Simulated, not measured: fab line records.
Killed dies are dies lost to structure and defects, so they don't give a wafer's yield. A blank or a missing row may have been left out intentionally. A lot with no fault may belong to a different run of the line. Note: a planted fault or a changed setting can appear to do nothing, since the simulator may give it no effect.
Split-lot trial :: flow n5Finfet :: 7 lots, 21 wafers read, on a route of 1938 steps

ABOUT THE SPLIT
At N5_PASSIVATION_PASS_ETCH_47 (etches SiNx in CF4/O2, target depth 770 nm, time 385 s), the setting timeS was moved away from the recipe's 385 s on 7 of the 21 wafers read, by -18.1% to +12.5%. For the rest of the wafers, this setting stayed at what the recipe calls for.

The reading comes from the split's own step.

THE READING
etch.depthNm (the simulator's own value, which no gauge read), in nm, at N5_PASSIVATION_PASS_ETCH_47 (etches SiNx in CF4/O2, target depth 770 nm, time 385 s). No usual value for it is given in the file. Here, 14 wafers ran the recipe; their average is 779.6 nm with a standard deviation of 8 nm.

wafer: L074.3
tool, chamber at the split: rieDiel-02, 1
timeS as run, s: 385
against the recipe: recipe
etch.depthNm, nm: 770.9
against lot-mates on the recipe: -

wafer: L074.5
tool, chamber at the split: rieDiel-02, 0
timeS as run, s: 385
against the recipe: recipe
etch.depthNm, nm: 780.8
against lot-mates on the recipe: -

wafer: L074.6
tool, chamber at the split: rieDiel-02, 3
timeS as run, s: 385
against the recipe: recipe
etch.depthNm, nm: 768.4
against lot-mates on the recipe: -

wafer: L077.1
tool, chamber at the split: rieDiel-02, 0
timeS as run, s: 385
against the recipe: recipe
etch.depthNm, nm: 785.4
against lot-mates on the recipe: -

wafer: L077.4
tool, chamber at the split: rieDiel-02, 1
timeS as run, s: 385
against the recipe: recipe
etch.depthNm, nm: 772.6
against lot-mates on the recipe: -

wafer: L077.5
tool, chamber at the split: rieDiel-02, 2
timeS as run, s: 385
against the recipe: recipe
etch.depthNm, nm: 784.4
against lot-mates on the recipe: -

wafer: L087.1
tool, chamber at the split: rieDiel-01, 2
timeS as run, s: 385
against the recipe: recipe
etch.depthNm, nm: 771.4
against lot-mates on the recipe: -

wafer: L087.2
tool, chamber at the split: rieDiel-01, 1
timeS as run, s: 335.2
against the recipe: -12.9%
etch.depthNm, nm: 662.7
against lot-mates on the recipe: -108.7

wafer: L087.6
tool, chamber at the split: rieDiel-01, 2
timeS as run, s: 335.2
against the recipe: -12.9%
etch.depthNm, nm: 665.3
against lot-mates on the recipe: -106.1

wafer: L086.1
tool, chamber at the split: rieDiel-02, 0
timeS as run, s: 385
against the recipe: recipe
etch.depthNm, nm: 780.8
against lot-mates on the recipe: -

wafer: L086.3
tool, chamber at the split: rieDiel-02, 3
timeS as run, s: 433.2
against the recipe: +12.5%
etch.depthNm, nm: 877.7
against lot-mates on the recipe: +92.5

wafer: L086.6
tool, chamber at the split: rieDiel-02, 2
timeS as run, s: 385
against the recipe: recipe
etch.depthNm, nm: 789.6
against lot-mates on the recipe: -

wafer: L091.3
tool, chamber at the split: rieDiel-01, 2
timeS as run, s: 315.2
against the recipe: -18.1%
etch.depthNm, nm: 635.3
against lot-mates on the recipe: -156.8

wafer: L091.4
tool, chamber at the split: rieDiel-01, 0
timeS as run, s: 315.2
against the recipe: -18.1%
etch.depthNm, nm: 650.5
against lot-mates on the recipe: -141.6

wafer: L091.6
tool, chamber at the split: rieDiel-01, 0
timeS as run, s: 385
against the recipe: recipe
etch.depthNm, nm: 792.1
against lot-mates on the recipe: -

wafer: L094.2
tool, chamber at the split: rieDiel-01, 0
timeS as run, s: 385
against the recipe: recipe
etch.depthNm, nm: 789.9
against lot-mates on the recipe: -

wafer: L094.4
tool, chamber at the split: rieDiel-01, 2
timeS as run, s: 419.2
against the recipe: +8.9%
etch.depthNm, nm: 840
against lot-mates on the recipe: +50.1

wafer: L094.6
tool, chamber at the split: rieDiel-01, 2
timeS as run, s: 419.2
against the recipe: +8.9%
etch.depthNm, nm: 835.8
against lot-mates on the recipe: +45.9

wafer: L093.1
tool, chamber at the split: rieDiel-01, 1
timeS as run, s: 385
against the recipe: recipe
etch.depthNm, nm: 772.4
against lot-mates on the recipe: -

wafer: L093.2
tool, chamber at the split: rieDiel-01, 2
timeS as run, s: 385
against the recipe: recipe
etch.depthNm, nm: 771.2
against lot-mates on the recipe: -

wafer: L093.4
tool, chamber at the split: rieDiel-01, 0
timeS as run, s: 385
against the recipe: recipe
etch.depthNm, nm: 785.2
against lot-mates on the recipe: -

FIT RESULTS
A straight line over all 21 wafers: etch.depthNm changes by +7.77 nm for each +1% of timeS; r = +0.99; the points scatter about the line by 9.3 nm.
The same after taking each lot's own level away (the mean of its wafers on the recipe; 21 wafers): +7.71 nm for each +1%; r = +0.99; scatter 8.4 nm.
Per that fit: largest timeS move, reading shift of 1.4e+02 nm.
From 771.40 to 792.10 nm: that is the span of the lots' own levels, equal to 2.6 times the standard deviation above.
The two slopes agree, so the slope changes little with the lot-to-lot level.
Check: -139 nm against its lot-mates is what the line predicts for one of the wafers moved furthest among these (-18.1%) when that wafer is left out of the fit. Against them it came out at -157 nm.

ADDITIONAL SPLITS CARRIED BY THESE WAFERS
Note: prior to the reading, these wafers also went through further splits. Each is held against what the fit with the lots' levels taken away leaves over:
other split on the same wafers: N5_BEOL_M13_TRENCH_ETCH_34 timeS
wafers away from the commonest value: 11
r with etch.depthNm (lot level and that fit taken away): +0.01

other split on the same wafers: N5_BEOL_M15_COAT_04 spinRpm
wafers away from the commonest value: 4
r with etch.depthNm (lot level and that fit taken away): +0.08

other split on the same wafers: N5_BEOL_M15_EXPOSE_07 doseMj
wafers away from the commonest value: 5
r with etch.depthNm (lot level and that fit taken away): +0.18

other split on the same wafers: N5_MIM_BOT_SPUTTER_00 powerW
wafers away from the commonest value: 7
r with etch.depthNm (lot level and that fit taken away): +0.26

other split on the same wafers: N5_MIM_BOT_ETCH_ETCH_03 icpW
wafers away from the commonest value: 5
r with etch.depthNm (lot level and that fit taken away): -0.11

THE FILE'S OWN FIT
etch.depthNm changes by +7.76 nm for each +1% of timeS, r = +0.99.
